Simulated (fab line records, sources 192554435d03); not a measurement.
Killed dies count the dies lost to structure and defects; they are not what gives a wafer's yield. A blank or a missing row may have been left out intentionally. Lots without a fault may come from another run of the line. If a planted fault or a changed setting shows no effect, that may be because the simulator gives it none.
Split-lot trial / flow n5_finfet / 7 lots, 39 wafers read, on a route of 1938 steps

THE SPLIT ITSELF
At N5_BEOL_M11_CVD_75 (deposits Co from CCTBA/H2, target thk 2 nm, time 138.9 s), the setting target_thk_a was moved away from the recipe's 20 angstrom on 15 of the 39 wafers read, by -55.7% to +37.6%. For the rest of the wafers, this setting stayed at what the recipe calls for.

The split's own step is where the reading is taken.

THE READING
Co_of_BEOL_M11_CVD_75.thk_nm (the simulator's own value, which no gauge read), in nm, at N5_BEOL_M11_CVD_75 (deposits Co from CCTBA/H2, target thk 2 nm, time 138.9 s). There is no usual value for it anywhere in the file. Average 2.0 nm, standard deviation 0.13 nm, over the 24 wafers here run with the recipe.

wafer=L075.1; tool, chamber at the split=cvd_co-02, 2,0,2; target_thk_a as run, angstrom=26.16; against the recipe=+30.8%; Co_of_BEOL_M11_CVD_75.thk_nm, nm=2.6; against lot-mates on the recipe=+0.7
wafer=L075.3; tool, chamber at the split=cvd_co-02, 2,0,2; target_thk_a as run, angstrom=26.16; against the recipe=+30.8%; Co_of_BEOL_M11_CVD_75.thk_nm, nm=2.6; against lot-mates on the recipe=+0.7
wafer=L075.6; tool, chamber at the split=cvd_co-02, 2,0,2; target_thk_a as run, angstrom=26.16; against the recipe=+30.8%; Co_of_BEOL_M11_CVD_75.thk_nm, nm=2.6; against lot-mates on the recipe=+0.7
wafer=L075.2; tool, chamber at the split=cvd_co-02, 1,0; target_thk_a as run, angstrom=20; against the recipe=recipe; Co_of_BEOL_M11_CVD_75.thk_nm, nm=2; against lot-mates on the recipe=-
wafer=L075.4; tool, chamber at the split=cvd_co-02, 1,0; target_thk_a as run, angstrom=20; against the recipe=recipe; Co_of_BEOL_M11_CVD_75.thk_nm, nm=2; against lot-mates on the recipe=-
wafer=L075.5; tool, chamber at the split=cvd_co-02, 1; target_thk_a as run, angstrom=20; against the recipe=recipe; Co_of_BEOL_M11_CVD_75.thk_nm, nm=1.8; against lot-mates on the recipe=-
wafer=L079.1; tool, chamber at the split=cvd_co-02, 1; target_thk_a as run, angstrom=20; against the recipe=recipe; Co_of_BEOL_M11_CVD_75.thk_nm, nm=2; against lot-mates on the recipe=-
wafer=L079.2; tool, chamber at the split=cvd_co-02, 2,0; target_thk_a as run, angstrom=8.86; against the recipe=-55.7%; Co_of_BEOL_M11_CVD_75.thk_nm, nm=0.8; against lot-mates on the recipe=-1.1
wafer=L079.4; tool, chamber at the split=cvd_co-02, 2,0; target_thk_a as run, angstrom=8.86; against the recipe=-55.7%; Co_of_BEOL_M11_CVD_75.thk_nm, nm=0.8; against lot-mates on the recipe=-1.1
wafer=L079.3; tool, chamber at the split=cvd_co-02, 0,1; target_thk_a as run, angstrom=20; against the recipe=recipe; Co_of_BEOL_M11_CVD_75.thk_nm, nm=1.8; against lot-mates on the recipe=-
wafer=L079.6; tool, chamber at the split=cvd_co-02, 0,1; target_thk_a as run, angstrom=20; against the recipe=recipe; Co_of_BEOL_M11_CVD_75.thk_nm, nm=1.8; against lot-mates on the recipe=-
wafer=L079.5; tool, chamber at the split=cvd_co-02, 2; target_thk_a as run, angstrom=8.86; against the recipe=-55.7%; Co_of_BEOL_M11_CVD_75.thk_nm, nm=1; against lot-mates on the recipe=-0.9
wafer=L081.1; tool, chamber at the split=cvd_co-02, 0; target_thk_a as run, angstrom=20; against the recipe=recipe; Co_of_BEOL_M11_CVD_75.thk_nm, nm=2; against lot-mates on the recipe=-
wafer=L081.2; tool, chamber at the split=cvd_co-02, 1,1,0; target_thk_a as run, angstrom=15.89; against the recipe=-20.6%; Co_of_BEOL_M11_CVD_75.thk_nm, nm=1.6; against lot-mates on the recipe=-0.5
wafer=L081.5; tool, chamber at the split=cvd_co-02, 1,1,0; target_thk_a as run, angstrom=15.89; against the recipe=-20.6%; Co_of_BEOL_M11_CVD_75.thk_nm, nm=1.6; against lot-mates on the recipe=-0.5
wafer=L081.6; tool, chamber at the split=cvd_co-02, 1,1,0; target_thk_a as run, angstrom=15.89; against the recipe=-20.6%; Co_of_BEOL_M11_CVD_75.thk_nm, nm=1.6; against lot-mates on the recipe=-0.5
wafer=L081.3; tool, chamber at the split=cvd_co-02, 2; target_thk_a as run, angstrom=20; against the recipe=recipe; Co_of_BEOL_M11_CVD_75.thk_nm, nm=2.2; against lot-mates on the recipe=-
wafer=L081.4; tool, chamber at the split=cvd_co-02, 2; target_thk_a as run, angstrom=20; against the recipe=recipe; Co_of_BEOL_M11_CVD_75.thk_nm, nm=2.2; against lot-mates on the recipe=-
wafer=L083.1; tool, chamber at the split=cvd_co-02, 2,0; target_thk_a as run, angstrom=20; against the recipe=recipe; Co_of_BEOL_M11_CVD_75.thk_nm, nm=2.2; against lot-mates on the recipe=-
wafer=L083.3; tool, chamber at the split=cvd_co-02, 2,0; target_thk_a as run, angstrom=20; against the recipe=recipe; Co_of_BEOL_M11_CVD_75.thk_nm, nm=2.2; against lot-mates on the recipe=-
wafer=L083.2; tool, chamber at the split=cvd_co-02, 1; target_thk_a as run, angstrom=20; against the recipe=recipe; Co_of_BEOL_M11_CVD_75.thk_nm, nm=2; against lot-mates on the recipe=-
wafer=L083.4; tool, chamber at the split=cvd_co-02, 2,0; target_thk_a as run, angstrom=27.51; against the recipe=+37.6%; Co_of_BEOL_M11_CVD_75.thk_nm, nm=3; against lot-mates on the recipe=+0.9
wafer=L083.5; tool, chamber at the split=cvd_co-02, 2,0; target_thk_a as run, angstrom=27.51; against the recipe=+37.6%; Co_of_BEOL_M11_CVD_75.thk_nm, nm=3; against lot-mates on the recipe=+0.9
wafer=L083.6; tool, chamber at the split=cvd_co-02, 1; target_thk_a as run, angstrom=27.51; against the recipe=+37.6%; Co_of_BEOL_M11_CVD_75.thk_nm, nm=2.8; against lot-mates on the recipe=+0.7
wafer=L080.1; tool, chamber at the split=cvd_co-02, 0,2,1; target_thk_a as run, angstrom=23.81; against the recipe=+19.0%; Co_of_BEOL_M11_CVD_75.thk_nm, nm=2.2; against lot-mates on the recipe=+0.2
wafer=L080.2; tool, chamber at the split=cvd_co-02, 0,2,1; target_thk_a as run, angstrom=23.81; against the recipe=+19.0%; Co_of_BEOL_M11_CVD_75.thk_nm, nm=2.2; against lot-mates on the recipe=+0.2
wafer=L080.3; tool, chamber at the split=cvd_co-02, 0,2,1; target_thk_a as run, angstrom=23.81; against the recipe=+19.0%; Co_of_BEOL_M11_CVD_75.thk_nm, nm=2.2; against lot-mates on the recipe=+0.2
wafer=L080.4; tool, chamber at the split=cvd_co-02, 1,2,0; target_thk_a as run, angstrom=20; against the recipe=recipe; Co_of_BEOL_M11_CVD_75.thk_nm, nm=2; against lot-mates on the recipe=-
wafer=L080.5; tool, chamber at the split=cvd_co-02, 1,2,0; target_thk_a as run, angstrom=20; against the recipe=recipe; Co_of_BEOL_M11_CVD_75.thk_nm, nm=2; against lot-mates on the recipe=-
wafer=L080.6; tool, chamber at the split=cvd_co-02, 1,2,0; target_thk_a as run, angstrom=20; against the recipe=recipe; Co_of_BEOL_M11_CVD_75.thk_nm, nm=2; against lot-mates on the recipe=-
wafer=L085.3; tool, chamber at the split=cvd_co-02, 0,0,1; target_thk_a as run, angstrom=20; against the recipe=recipe; Co_of_BEOL_M11_CVD_75.thk_nm, nm=2; against lot-mates on the recipe=-
wafer=L085.4; tool, chamber at the split=cvd_co-02, 0,0,1; target_thk_a as run, angstrom=20; against the recipe=recipe; Co_of_BEOL_M11_CVD_75.thk_nm, nm=2; against lot-mates on the recipe=-
wafer=L085.5; tool, chamber at the split=cvd_co-02, 0,0,1; target_thk_a as run, angstrom=20; against the recipe=recipe; Co_of_BEOL_M11_CVD_75.thk_nm, nm=2; against lot-mates on the recipe=-
wafer=L093.1; tool, chamber at the split=cvd_co-01, 0,2,0; target_thk_a as run, angstrom=20; against the recipe=recipe; Co_of_BEOL_M11_CVD_75.thk_nm, nm=1.8; against lot-mates on the recipe=-
wafer=L093.2; tool, chamber at the split=cvd_co-01, 0,2,0; target_thk_a as run, angstrom=20; against the recipe=recipe; Co_of_BEOL_M11_CVD_75.thk_nm, nm=1.8; against lot-mates on the recipe=-
wafer=L093.4; tool, chamber at the split=cvd_co-01, 0,2,0; target_thk_a as run, angstrom=20; against the recipe=recipe; Co_of_BEOL_M11_CVD_75.thk_nm, nm=1.8; against lot-mates on the recipe=-
wafer=L093.3; tool, chamber at the split=cvd_co-01, 1,2,1; target_thk_a as run, angstrom=20; against the recipe=recipe; Co_of_BEOL_M11_CVD_75.thk_nm, nm=2; against lot-mates on the recipe=-
wafer=L093.5; tool, chamber at the split=cvd_co-01, 1,2,1; target_thk_a as run, angstrom=20; against the recipe=recipe; Co_of_BEOL_M11_CVD_75.thk_nm, nm=2; against lot-mates on the recipe=-
wafer=L093.6; tool, chamber at the split=cvd_co-01, 1,2,1; target_thk_a as run, angstrom=20; against the recipe=recipe; Co_of_BEOL_M11_CVD_75.thk_nm, nm=2; against lot-mates on the recipe=-
The file does not say which wafer passed through which chamber wherever a row lists several chambers: such a row stands for several wafers.

FIT RESULTS
A straight line over all 39 wafers: Co_of_BEOL_M11_CVD_75.thk_nm changes by +0.0206 nm for each +1% of target_thk_a; r = +0.96; the points scatter about the line by 0.13 nm.
The same after taking each lot's own level away (the mean of its wafers on the recipe; 39 wafers): +0.0194 nm for each +1%; r = +0.97; scatter 0.11 nm.
Per that fit: largest target_thk_a move, reading shift of 1.1 nm.
The span of the lots' own levels, 1.87 to 2.13 nm, comes to 2.1 times the standard deviation stated above.
The two slopes agree, so the slope changes little with the lot-to-lot level.
Check: with one of the wafers moved furthest among these (-55.7%) left out of the fit, the line predicts -1.09 nm for it against its lot-mates. It came out at -1.07 nm against them.

ADDITIONAL SPLITS CARRIED BY THESE WAFERS
These wafers also went through other splits before the reading. Each is held against what the fit with the lots' levels taken away leaves over:
other split on the same wafers=N5_BEOL_M7_TRENCH_ETCH_37 time_s; wafers away from the commonest value=9; r with Co_of_BEOL_M11_CVD_75.thk_nm (lot level and that fit taken away)=+0.06

FILE'S OWN FIT
Co_of_BEOL_M11_CVD_75.thk_nm changes by +0.0194 nm for each +1% of target_thk_a, r = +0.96.
